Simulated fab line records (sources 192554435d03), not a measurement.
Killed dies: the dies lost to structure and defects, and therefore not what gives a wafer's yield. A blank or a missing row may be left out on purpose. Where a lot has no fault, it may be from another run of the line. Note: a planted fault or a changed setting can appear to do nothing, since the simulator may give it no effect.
Matching of chambers ; flow n5 finfet ; cmp-03 running N5_BEOL_M9_CMP_52: 4 sister chambers
The step polishes, stops on SiCOH lowk, t overpolish 7 s, target thk 140 nm. 20 wafers are shown with their chamber, then 10 later ones without.

EACH WAFER AND ITS CHAMBER
wafer;chamber;motor current A (A);slurry filter dp kPa (kPa);overpolish run s (s)
L074.1;1;5.5;13.23;6.997
L074.3;2;6.8;13.47;6.994
L074.5;3;5.7;13.65;7.008
L079.1;3;5.9;13.60;6.995
L079.3;1;5.8;13.73;7.006
L079.5;0;4.7;13.57;6.997
L078.1;3;5.9;13.41;7.020
L078.4;0;5.0;13.48;7.010
L078.6;3;5.8;13.36;7.007
L080.1;2;7.2;13.39;6.984
L080.3;0;4.8;13.33;7.010
L080.5;0;4.9;13.74;7.002
L085.2;0;5.1;13.42;6.991
L085.3;2;7.1;13.35;7.007
L085.4;3;5.7;13.30;7.015
L088.1;3;5.7;13.67;6.985
L088.2;1;5.5;13.59;7.005
L088.4;2;7.7;13.25;7.006
L087.1;3;6.0;13.44;7.003
L087.4;1;5.7;13.38;7.011

SIGNATURES (means of the wafers above)
reading;chamber 0;chamber 1;chamber 2;chamber 3;scatter within a chamber
motor current A;4.900;5.625;7.200;5.814;0.206
slurry filter dp kPa;13.5080;13.4825;13.3650;13.4900;0.159
overpolish run s;7.00200;7.00475;6.99775;7.00471;0.00992
Rule: for a wafer and a chamber, the distance is found by dividing, reading by reading, the gap between the wafer's reading and the chamber's mean by the reading's scatter, squaring, summing and taking the root. If the next closest chamber is less than 2 further off than the closest, the wafer can't be placed; otherwise it belongs to the closest. The scatter is the square root of a quotient: the sum, over the shown wafers, of each reading's squared deviation from its chamber's mean, divided by wafers minus chambers.

WAFERS WITH NO CHAMBER GIVEN
wafer;motor current A (A);slurry filter dp kPa (kPa);overpolish run s (s)
L087.6;4.6;13.63;7.005
L090.2;6.0;13.76;7.008
L090.3;6.9;13.43;6.998
L090.6;6.9;13.25;6.977
L093.3;7.0;13.56;6.989
L093.4;5.8;13.43;7.015
L093.5;4.9;13.53;7.001
L091.1;6.2;13.45;7.005
L091.3;7.3;13.38;7.000
L091.6;7.1;13.40;6.994

EACH ONE'S CHAMBER
wafer;from the rows above;in truth
L087.6;0;0
L090.2;can't be placed: 3 or 1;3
L090.3;2;2
L090.6;2;2
L093.3;2;2
L093.4;can't be placed: 3 or 1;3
L093.5;0;0
L091.1;can't be placed: 3 or 1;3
L091.3;2;2
L091.6;2;2
Correctly placed: 7 of 10. Can't be placed from these rows: 3 (the true chamber is among the candidates in 3). Placed wrongly: 0.
